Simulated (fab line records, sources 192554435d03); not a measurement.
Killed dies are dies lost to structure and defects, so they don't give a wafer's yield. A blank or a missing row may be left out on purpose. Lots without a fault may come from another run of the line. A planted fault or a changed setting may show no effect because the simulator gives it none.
Split-lot experiment | flow n5_finfet | 7 lots, 39 wafers read, on a route of 1938 steps

THE SPLIT
At N5_BEOL_M3_ILD_DEP_00 (deposits SiOC from DEMS/O2, target thk 79 nm, time 15.3 s), the setting time_s was moved away from the recipe's 15.3 s on 15 of the 39 wafers read, by -45.6% to +24.9%. The other wafers ran this setting at the recipe's value.

The file shows no step between the split and the reading.

THE READING
M3_ILD_THK, in nm, at N5_BEOL_M3_THK_MEAS_01. Fault-free wafers of this fab line usually give 78.8 nm, standard deviation 1 nm.

wafer  | tool, chamber at the split | time_s as run, s | against the recipe | M3_ILD_THK, nm | against lot-mates on the recipe
L076.1 | pecvd-04, 2                | 15.3             | recipe             | 79.2           | -
L076.2 | pecvd-04, 1                | 19.11            | +24.9%             | 97.8           | +17.9
L076.3 | pecvd-04, 0                | 19.11            | +24.9%             | 97.1           | +17.2
L076.4 | pecvd-04, 2                | 15.3             | recipe             | 80.1           | -
L076.5 | pecvd-04, 0                | 19.11            | +24.9%             | 99.9           | +20.0
L076.6 | pecvd-04, 1                | 15.3             | recipe             | 80.4           | -
L079.1 | pecvd-04, 2                | 8.325            | -45.6%             | 42.0           | -37.3
L079.2 | pecvd-04, 0                | 8.325            | -45.6%             | 41.7           | -37.6
L079.3 | pecvd-04, 1                | 15.3             | recipe             | 79.3           | -
L079.4 | pecvd-04, 1                | 15.3             | recipe             | 80.3           | -
L079.5 | pecvd-04, 2                | 8.325            | -45.6%             | 41.8           | -37.5
L079.6 | pecvd-04, 0                | 15.3             | recipe             | 78.4           | -
L080.1 | pecvd-01, 1                | 11.23            | -26.6%             | 57.5           | -21.6
L080.2 | pecvd-01, 0                | 11.23            | -26.6%             | 57.3           | -21.8
L080.3 | pecvd-01, 2                | 15.3             | recipe             | 78.1           | -
L080.4 | pecvd-01, 0                | 15.3             | recipe             | 80.6           | -
L080.5 | pecvd-01, 2                | 15.3             | recipe             | 78.6           | -
L080.6 | pecvd-01, 1                | 11.23            | -26.6%             | 59.4           | -19.7
L082.1 | pecvd-01, 1                | 19.03            | +24.4%             | 97.0           | +18.4
L082.2 | pecvd-01, 0,2              | 15.3             | recipe             | 78.3           | -
L082.3 | pecvd-01, 2                | 19.03            | +24.4%             | 95.7           | +17.1
L082.4 | pecvd-01, 0                | 19.03            | +24.4%             | 99.0           | +20.4
L082.5 | pecvd-01, 0,2              | 15.3             | recipe             | 78.2           | -
L082.6 | pecvd-01, 1                | 15.3             | recipe             | 79.4           | -
L084.1 | pecvd-01, 1                | 15.3             | recipe             | 78.1           | -
L084.5 | pecvd-01, 1                | 15.3             | recipe             | 79.8           | -
L084.6 | pecvd-01, 0                | 15.3             | recipe             | 78.3           | -
L086.1 | pecvd-04, 2                | 15.3             | recipe             | 78.1           | -
L086.2 | pecvd-04, 0                | 15.3             | recipe             | 77.1           | -
L086.3 | pecvd-04, 1                | 15.3             | recipe             | 78.4           | -
L086.4 | pecvd-04, 1                | 15.3             | recipe             | 79.8           | -
L086.5 | pecvd-04, 0                | 15.3             | recipe             | 79.4           | -
L086.6 | pecvd-04, 2                | 15.3             | recipe             | 78.9           | -
L092.1 | pecvd-01, 1                | 17.86            | +16.7%             | 90.5           | +11.2
L092.2 | pecvd-01, 0                | 17.86            | +16.7%             | 92.1           | +12.8
L092.3 | pecvd-01, 2                | 15.3             | recipe             | 78.5           | -
L092.4 | pecvd-01, 1                | 15.3             | recipe             | 79.2           | -
L092.5 | pecvd-01, 0                | 15.3             | recipe             | 80.1           | -
L092.6 | pecvd-01, 2                | 17.86            | +16.7%             | 92.8           | +13.5
Where a row lists several chambers, the file gives one row for several wafers and doesn't say which wafer went through which chamber.

THE FIT
A straight line over all 39 wafers: M3_ILD_THK changes by +0.792 nm for each +1% of time_s; r = +1.00; the points scatter about the line by 1.1 nm.
The same after taking each lot's own level away (the mean of its wafers on the recipe; 39 wafers): +0.791 nm for each +1%; r = +1.00; scatter 1 nm.
On that fit, the largest move of time_s shifts the reading by 36 nm.
The lots' own levels span 78.62 to 79.90 nm, that is 1.3 times the standard deviation above.
So the lot-to-lot level changes the slope little: the two slopes agree.
Check: with one of the wafers moved furthest among these (-45.6%) left out of the fit, the line predicts -36.2 nm for it against its lot-mates. It came out at -37.3 nm against them.

OTHER SPLITS ON THESE WAFERS
These wafers also went through other splits before the reading. Each is held against what the fit with the lots' levels taken away leaves over:
other split on the same wafers     | wafers away from the commonest value | r with M3_ILD_THK (lot level and that fit taken away)
N5_BEOL_M2_ILD_DEP_00 target_thk_a | 15                                   | -0.12

THE WHOLE CHAIN: every reading that the file lists as answering this split, in the file's order
step                   | what it does                                              | reading                                                                            | change (the file's fit)               | r (the file's)
N5_BEOL_M3_ILD_DEP_00  | deposits SiOC from DEMS/O2, target thk 79 nm, time 15.3 s | SiOC_of_BEOL_M3_ILD_DEP_00.thk_nm (the simulator's own value, which no gauge read) | +0.793 nm for each +1% of the setting | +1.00
N5_BEOL_M3_THK_MEAS_01 |                                                           | M3_ILD_THK                                                                         | +0.792 for each +1% of the setting    | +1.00

THE FILE'S OWN FIT
M3_ILD_THK changes by +0.792 nm for each +1% of time_s, r = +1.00.
